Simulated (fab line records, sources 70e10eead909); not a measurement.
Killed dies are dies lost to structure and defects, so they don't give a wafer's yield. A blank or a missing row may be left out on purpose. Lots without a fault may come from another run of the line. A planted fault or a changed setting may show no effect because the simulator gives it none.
fab line records | flow nand_harc
record lots=6 wafers=18 last_day=33
route steps=1302 shown A_STAIRCASE@690 END@1302
lots that met no fault: from a run of the same line without faults
start_h: hours from the record's first day to the start of the lot's first wafer shown | wait_h: hours since the lot's step before | " the same as in the row above | L1.1+2: a row that stands for several wafers | - no value, or no start given | * or withheld: withheld | < > ~ a bound
route shown NAME@n: a module of which the file shows steps, and the number in the route of the first | usual: mean/standard deviation of fault-free wafers | same: alike in all rows | chamber/n: place in a boat | sites: the reading at each site | _std_site: their standard deviation | _edge_site: outer sites' mean less inner sites' | radius_mm: how far each site lies from the wafer's centre | mask NAME#n: copy n | behind: the tool/chamber that last shaped the wafer | hold: why the lot was held/for how many hours/how that ended | device: the transistor (n, p or np) that didn't switch | end of line: the same wafers' tests at the end of the route | a step without rows: its recipe alone | killed: dies lost to structure and defects at the first sort, not the wafer's yield | map: a wafer's dies, x killed, . not, _ none there
set.NAME: the setting as run; set.NAME@STEP: as run at that earlier step | model.NAME: the simulator's own value behind a step, which no gauge read
lots at some steps of the route; a table a step, a row a wafer
services: from which hour (start_h, from the record's first day; less than 0 if before it) a tool's chamber was out of use, for how many hours, and why
## steps
# step NHARC_A_STAIRCASE_DEHYDRATE_176
# recipe temp_c=150 time_s=120
# step NHARC_A_STAIRCASE_HMDS_177
# recipe time_s=30
# step NHARC_A_STAIRCASE_COAT_178
# recipe spin_rpm=1200
# step NHARC_A_STAIRCASE_SOFTBAKE_179
# recipe temp_c=135 time_s=170
# step NHARC_A_STAIRCASE_EBR_180
# step NHARC_A_STAIRCASE_EXPOSE_181
# recipe na=0.5 dose_mj=27.87 mask_id=STAIR_2
# step NHARC_A_STAIRCASE_PEB_182
# recipe peb_temp_c=115 peb_time_s=130
# step NHARC_A_STAIRCASE_DEVELOP_183
# recipe time_s=140
# step NHARC_A_STAIRCASE_HARDBAKE_185
# recipe temp_c=120 time_s=140
# step NHARC_A_STAIRCASE_DESCUM_186
# recipe time_s=3 o2_flow_sccm=200 ar_flow_sccm=0 bias_power_w=0 chemistry=O2
# usual drypump_motor_current_A=5.9/0.38 mfc_ar_sccm=0.007/0.0093 oes_product_au=1.002/0.01 rf_vpp_V=57.8/0.79 showerhead_plenum_p_Torr=1.91/0.066 throttle_valve_pct=11.312/0.0091
# columns lot.wafer tool chamber start_h wait_h drypump_motor_current_A mfc_ar_sccm oes_product_au rf_hours_counter_h rf_vpp_V showerhead_plenum_p_Torr throttle_valve_pct
L288.2 rie_diel-07 0 355.15 - 5.2 0 0.993 15 57.0 1.90 11.317
L288.3 " 1 " " 6.0 0.005 0.989 15 56.4 1.90 11.305
L288.1 " 2 " " 5.6 0.005 1.006 14 58.1 1.81 11.311
L297.2 rie_diel-01 2 459.38 - 6.0 0.006 1.020 22 57.5 1.84 11.303
L297.1 " 0 " " 5.7 0 1.009 18 57.9 1.91 11.318
L297.5 " 1 " " 6.5 0 0.999 - 56.8 1.86 11.314
L299.3 rie_diel-01 3 463.54 - 6.5 0.038 0.998 22 58.2 1.91 11.323
L299.1 " 0 " " 5.7 0 1.003 20 56.9 1.91 11.310
L299.4 " 2 " " 6.0 0.006 1.005 24 57.7 1.84 11.304
L300.3 rie_diel-01 1 477.68 - 6.5 0 0.991 28 57.0 1.86 11.316
L300.6 " 1 " " 6.5 0 0.994 - 57.4 1.86 11.301
L300.5 " 2 " " 6.0 0.006 1.015 - 56.1 1.84 11.290
L309.3 rie_diel-03 1 566.65 - 6.3 0.007 0.988 37 58.2 1.86 11.317
L309.2 " 2 " " 6.0 0 1.012 33 59.8 2.01 11.323
L309.5 " 3 " " 6.2 0.006 1.000 - 57.4 1.98 11.306
L311.1 rie_diel-01 2 579.39 - 6.0 0.006 1.008 1 57.8 1.83 11.302
L311.4 " 1 " " 6.5 0 1.023 1 57.1 1.85 11.314
L311.6 " 3 " " 6.5 0.038 1.016 - 57.4 1.90 11.327
# step NHARC_A_STAIRCASE_TRIM_187
# recipe time_s=211.2 o2_flow_sccm=500 ar_flow_sccm=0 bias_w=0 chemistry=O2
# usual drypump_motor_current_A=6.0/0.36 mfc_ar_sccm=0.007/0.0089 oes_product_au=1.000/0.0096 rf_vpp_V=57.8/0.91 showerhead_plenum_p_Torr=3.51/0.11 throttle_valve_pct=17.035/0.0084
# columns lot.wafer tool chamber start_h wait_h drypump_motor_current_A mfc_ar_sccm oes_product_au rf_hours_counter_h rf_vpp_V showerhead_plenum_p_Torr throttle_valve_pct
L288.3 rie_diel-07 3 355.25 0.1 5.9 0.011 1.020 13 58.1 3.66 17.026
L288.2 " 0 " " 5.1 0 0.991 15 58.5 3.50 17.041
L288.1 " 1 " " 6.0 0.005 0.980 15 56.6 3.51 17.042
L297.1 rie_diel-01 2 459.56 0.2 6.0 0.006 0.998 22 57.5 3.41 17.037
L297.2 " 3 " " 6.5 0.038 1.002 20 58.3 3.53 17.042
L297.5 " 0 " " 5.7 0 0.990 - 58.4 3.52 17.031
L299.3 rie_diel-01 1 463.64 0.1 6.5 0 0.999 22 57.6 3.43 17.038
L299.1 " 2 " " 6.0 0.006 1.000 24 58.9 3.41 17.031
L299.4 " 3 " " 6.5 0.038 1.007 22 56.2 3.53 17.031
L300.3 rie_diel-01 1 477.78 0.1 6.5 0 0.996 28 58.3 3.43 17.049
L300.5 " 0 " " 5.7 0 0.995 - 55.9 3.52 17.033
L300.6 " 1 " " 6.5 0 0.995 - 58.6 3.43 17.028
L309.3 rie_diel-03 3 566.71 0.1 6.2 0.006 1.003 30 58.7 3.64 17.052
L309.2 " 0 " " 6.1 0.014 1.014 36 58.1 3.46 17.042
L309.5 " 3 " " 6.2 0.006 1.001 - 58.4 3.64 17.038
L311.1 rie_diel-01 3 579.47 0.1 6.5 0.038 1.005 2 56.8 3.51 17.023
L311.4 " 2 " " 6.0 0.006 1.007 1 57.9 3.39 17.047
L311.6 " 3 " " 6.5 0.038 1.002 - 56.3 3.51 17.047
# step NHARC_A_STAIRCASE_ETCH_188
# recipe target_depth_a=1000 time_s=40.5 ion_energy_ev=400 c4f8_flow_sccm=20 o2_flow_sccm=10 ar_flow_sccm=withheld rf_w=600 bias_w=1000 chemistry=C4F8/O2
# usual oes_product_au=0.943/0.014 rf_fwd_power_W=592/3 rf_vpp_V=895/4.4
# columns lot.wafer tool chamber start_h wait_h oes_product_au rf_fwd_power_W rf_hours_counter_h rf_vpp_V
L288.3 rie_diel-07 0 355.39 - 0.929 592 15 896
L288.2 " 2 " " 0.946 593 14 888
L288.1 " 3 " " 0.952 601 13 901
L297.2 rie_diel-01 1 459.81 - 0.928 592 21 892
L297.1 " 3 " " 0.932 587 20 896
L297.5 " 2 " " 0.930 593 - 893
L299.1 rie_diel-01 1 463.85 - 1.167 832 22 893
L299.3 " 2 " " 1.182 831 24 891
L299.4 " 3 " " 1.179 828 22 896
L300.3 rie_diel-01 3 477.92 - 1.196 832 26 895
L300.6 " 2 " " 1.192 834 - 891
L300.5 " 3 " " 1.195 833 - 895
L309.3 rie_diel-03 0 567.32 - 0.931 591 37 892
L309.2 " 1 " " 0.918 593 38 892
L309.5 " 2 " " 0.928 594 - 903
L311.4 rie_diel-01 2 579.63 - 0.974 594 2 892
L311.1 " 1 " " 0.990 592 1 892
L311.6 " 2 " " 0.961 594 - 891
# step NHARC_A_STAIRCASE_TRIM_189
# recipe time_s=211.2 o2_flow_sccm=500 ar_flow_sccm=0 bias_w=0 chemistry=O2
# usual drypump_motor_current_A=6.0/0.38 mfc_ar_sccm=0.008/0.0096 oes_product_au=1.000/0.0096 rf_vpp_V=57.7/0.85 showerhead_plenum_p_Torr=3.52/0.11 throttle_valve_pct=17.037/0.0098
# columns lot.wafer tool chamber start_h wait_h drypump_motor_current_A mfc_ar_sccm oes_product_au rf_hours_counter_h rf_vpp_V showerhead_plenum_p_Torr throttle_valve_pct
L288.3 rie_diel-07 1 - - 6.1 0.005 1.001 15 58.2 3.51 17.047
L288.2 " 2 " " 5.7 0.005 1.004 14 55.0 3.34 17.044
L288.1 " 3 " " 5.9 0.011 1.020 13 56.9 3.66 17.022
L297.2 rie_diel-01 2 - - 6.0 0.006 0.992 23 57.1 3.41 17.034
L297.1 " 1 " " 6.5 0 0.992 21 57.7 3.43 17.035
L297.5 " 2 " " 6.0 0.006 1.012 - 57.9 3.41 17.030
L299.3 rie_diel-01 3 - - 6.5 0.038 1.011 22 56.6 3.53 17.051
L299.1 " 0 " " 5.7 0 0.998 20 57.9 3.52 17.020
L299.4 " 2 " " 6.0 0.006 0.999 24 58.9 3.41 17.035
L300.3 rie_diel-01 2 - - 6.0 0.006 1.013 29 57.8 3.40 17.028
L300.6 " 0 " " 5.7 0 1.004 - 58.1 3.52 17.051
L300.5 " 1 " " 6.5 0 1.002 - 55.8 3.43 17.040
L309.2 rie_diel-03 2 - - 6.0 0 1.008 34 57.7 3.70 17.044
L309.3 " 3 " " 6.2 0.006 0.984 30 58.0 3.64 17.052
L309.5 " 2 " " 6.0 0 1.006 - 57.2 3.70 17.031
L311.1 rie_diel-01 0 - - 5.7 0 0.986 2 56.7 3.50 17.023
L311.4 " 1 " " 6.5 0 1.016 1 56.1 3.41 17.036
L311.6 " 2 " " 6.0 0.006 1.005 - 57.7 3.39 17.046
# step NHARC_END_SORT_01
# recipe temp_c=25
# usual killed_at_array=54/21 killed_at_other=1.0/1.2 killed_at_periphery=3.6/2.6 killed_dies=58/20 killed_open=3.3/1.9 killed_short=2.6/1.5
# same gross_dies=677
# columns lot.wafer tool chamber start_h wait_h killed_at_array killed_at_other killed_at_periphery killed_dies killed_open killed_short
L299.1 prober-02 0 659.89 2.6 672 0 5 677 4 1
L299.3 prober-02 0 661.47 3.1 671 1 5 677 4 4
L299.4 prober-02 0 662.26 3.4 673 0 4 677 4 1
L300.3 prober-02 0 689.03 3.1 675 1 1 677 0 3
L300.5 prober-02 0 690.65 3.7 673 0 4 677 4 3
L300.6 prober-02 0 691.46 4.0 675 1 1 677 5 2
# killed by level:class
L299.1 A_STAIRCASE:area_etch=604 A_CHANNEL_HOLE_D1:chamber_film_flake=24 A_SLIT:chamber_film_flake=17 A_STAIRCASE:chamber_film_flake=9 A_M1:chamber_film_flake=4 P_M2:chamber_film_flake=3 A_ZERO_WELL:chamber_film_flake=3 A_CONTACT:chamber_film_flake=3
L299.3 A_STAIRCASE:area_etch=591 A_SLIT:chamber_film_flake=31 A_CHANNEL_HOLE_D1:chamber_film_flake=27 A_STAIRCASE:chamber_film_flake=8 A_SGD_CUT:chamber_film_flake=3 A_WL_FILL:geometric_particle:open=2 A_CONTACT:chamber_film_flake=2 P_CONTACT:geometric_particle:short=1
L299.4 A_STAIRCASE:area_etch=608 A_CHANNEL_HOLE_D1:chamber_film_flake=31 A_SLIT:chamber_film_flake=15 A_STAIRCASE:chamber_film_flake=6 P_CONTACT:geometric_particle:open=2 A_ZERO_WELL:chamber_film_flake=2 A_CHANNEL_FILL_D1:chamber_film_flake=2 A_CHANNEL_FILL_D2:chamber_film_flake=2
L300.3 A_STAIRCASE:area_etch=657 A_CHANNEL_HOLE_D1:chamber_film_flake=6 A_WL_FILL:chamber_film_flake=5 A_CHANNEL_FILL_D2:chamber_film_flake=2 A_DECK1_JOINT:geometric_particle:short=1 A_ONON_D2:geometric_particle:short=1 A_M0:geometric_particle:short=1 P_GATE:chamber_film_flake=1
L300.5 A_STAIRCASE:area_etch=652 A_CHANNEL_HOLE_D1:chamber_film_flake=5 A_WL_FILL:chamber_film_flake=4 A_STAIRCASE:chamber_film_flake=3 A_ONON_D1:geometric_particle:short=2 A_SLIT:chamber_film_flake=2 P_GATE:geometric_particle:open=1 P_M0:geometric_particle:open=1
L300.6 A_STAIRCASE:area_etch=653 A_CHANNEL_HOLE_D1:chamber_film_flake=6 A_WL_FILL:chamber_film_flake=5 A_ONON_D2:geometric_particle:open=2 A_SLIT:chamber_film_flake=2 P_M1:geometric_particle:short=1 A_CHANNEL_HOLE_D2:geometric_particle:short=1 A_CHANNEL_FILL_D2:geometric_particle:open=1
# map L299.1 (x killed, . not)
____________x____________
_________xxxxxxx_________
_______xxxxxxxxxxx_______
______xxxxxxxxxxxxx______
_____xxxxxxxxxxxxxxx_____
____xxxxxxxxxxxxxxxxx____
____xxxxxxxxxxxxxxxxx____
___xxxxxxxxxxxxxxxxxxx___
___xxxxxxxxxxxxxxxxxxx___
__xxxxxxxxxxxxxxxxxxxxx__
__xxxxxxxxxxxxxxxxxxxxx__
_xxxxxxxxxxxxxxxxxxxxxxx_
_xxxxxxxxxxxxxxxxxxxxxxx_
_xxxxxxxxxxxxxxxxxxxxxxx_
_xxxxxxxxxxxxxxxxxxxxxxx_
_xxxxxxxxxxxxxxxxxxxxxxx_
xxxxxxxxxxxxxxxxxxxxxxxxx
xxxxxxxxxxxxxxxxxxxxxxxxx
xxxxxxxxxxxxxxxxxxxxxxxxx
xxxxxxxxxxxxxxxxxxxxxxxxx
xxxxxxxxxxxxxxxxxxxxxxxxx
_xxxxxxxxxxxxxxxxxxxxxxx_
_xxxxxxxxxxxxxxxxxxxxxxx_
_xxxxxxxxxxxxxxxxxxxxxxx_
_xxxxxxxxxxxxxxxxxxxxxxx_
_xxxxxxxxxxxxxxxxxxxxxxx_
__xxxxxxxxxxxxxxxxxxxxx__
__xxxxxxxxxxxxxxxxxxxxx__
___xxxxxxxxxxxxxxxxxxx___
___xxxxxxxxxxxxxxxxxxx___
____xxxxxxxxxxxxxxxxx____
____xxxxxxxxxxxxxxxxx____
_____xxxxxxxxxxxxxxx_____
______xxxxxxxxxxxxx______
_______xxxxxxxxxxx_______
_________xxxxxxx_________
____________x____________
# map L300.3 (x killed, . not)
____________x____________
_________xxxxxxx_________
_______xxxxxxxxxxx_______
______xxxxxxxxxxxxx______
_____xxxxxxxxxxxxxxx_____
____xxxxxxxxxxxxxxxxx____
____xxxxxxxxxxxxxxxxx____
___xxxxxxxxxxxxxxxxxxx___
___xxxxxxxxxxxxxxxxxxx___
__xxxxxxxxxxxxxxxxxxxxx__
__xxxxxxxxxxxxxxxxxxxxx__
_xxxxxxxxxxxxxxxxxxxxxxx_
_xxxxxxxxxxxxxxxxxxxxxxx_
_xxxxxxxxxxxxxxxxxxxxxxx_
_xxxxxxxxxxxxxxxxxxxxxxx_
_xxxxxxxxxxxxxxxxxxxxxxx_
xxxxxxxxxxxxxxxxxxxxxxxxx
xxxxxxxxxxxxxxxxxxxxxxxxx
xxxxxxxxxxxxxxxxxxxxxxxxx
xxxxxxxxxxxxxxxxxxxxxxxxx
xxxxxxxxxxxxxxxxxxxxxxxxx
_xxxxxxxxxxxxxxxxxxxxxxx_
_xxxxxxxxxxxxxxxxxxxxxxx_
_xxxxxxxxxxxxxxxxxxxxxxx_
_xxxxxxxxxxxxxxxxxxxxxxx_
_xxxxxxxxxxxxxxxxxxxxxxx_
__xxxxxxxxxxxxxxxxxxxxx__
__xxxxxxxxxxxxxxxxxxxxx__
___xxxxxxxxxxxxxxxxxxx___
___xxxxxxxxxxxxxxxxxxx___
____xxxxxxxxxxxxxxxxx____
____xxxxxxxxxxxxxxxxx____
_____xxxxxxxxxxxxxxx_____
______xxxxxxxxxxxxx______
_______xxxxxxxxxxx_______
_________xxxxxxx_________
____________x____________
## services
# columns tool chamber start_h hours kind
rie_diel-01 1 332.89 7.1 repair
rie_diel-01 0 338.41 - clean
rie_diel-01 2 338.41 - clean
rie_diel-01 3 338.41 - clean
rie_diel-07 3 341.56 4.2 repair
rie_diel-03 - 344.08 1.1 repair
rie_diel-01 0 362.91 - clean
rie_diel-01 1 362.91 - clean
rie_diel-01 2 362.91 - clean
rie_diel-01 3 362.91 - clean
rie_diel-01 - 385.22 9.0 pm
rie_diel-01 0 385.22 9.0 vent_cycle
rie_diel-01 1 385.22 9.0 vent_cycle
rie_diel-01 2 385.22 9.0 vent_cycle
rie_diel-01 3 385.22 9.0 vent_cycle
rie_diel-01 0 394.22 - clean
rie_diel-01 1 394.22 - clean
rie_diel-01 2 394.22 - clean
rie_diel-03 3 412.11 5.2 repair
rie_diel-03 - 458.41 9.0 pm
rie_diel-07 1 464.75 7.1 repair
rie_diel-07 - 472.80 9.0 pm
rie_diel-03 3 497.25 12.1 repair
rie_diel-01 - 562.26 9.0 pm
## key
first_sign step=NHARC_A_STAIRCASE_ETCH_188 reading=rf_fwd_power_W direction=up sigmas=79 usual=* struck=*
effect step=NHARC_A_STAIRCASE_ETCH_188 reading=oes_product_au direction=up sigmas=17 usual=0.943 struck=1.185
effect step=NHARC_END_SORT_01 reading=killed_dies direction=up sigmas=30 usual=58 struck=677
more_kills_born_at NHARC_A_STAIRCASE_ETCH_188@rie_diel-01=3765
met_at NHARC_A_STAIRCASE_ETCH_188
struck_wafers L299.1,L299.3,L299.4,L300.3,L300.5,L300.6
later_rows_left_out L299.1,L299.3,L299.4,L300.3,L300.5,L300.6
tester_left_out L299,L300
onset_between 459.81 463.85
fault kind=process_parameter_drift tool=rie_diel-01 chamber=- onset_h=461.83 steps=NHARC_A_STAIRCASE_ETCH_188 channel=rf_w offset=* shape=step end_h=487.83 acts_in=* stated=*
# tester_left_out: of these lots the tester's yield and bins aren't shown, on N5 and GAA mostly nor the transistor test; their killed dies are dies lost to structure and defects alone, not to doping, threshold or leakage, so they don't give the yield
# later_rows_left_out: the simulator's readings of these wafers behind a module that went badly wrong aren't trusted and aren't shown, but for the sort
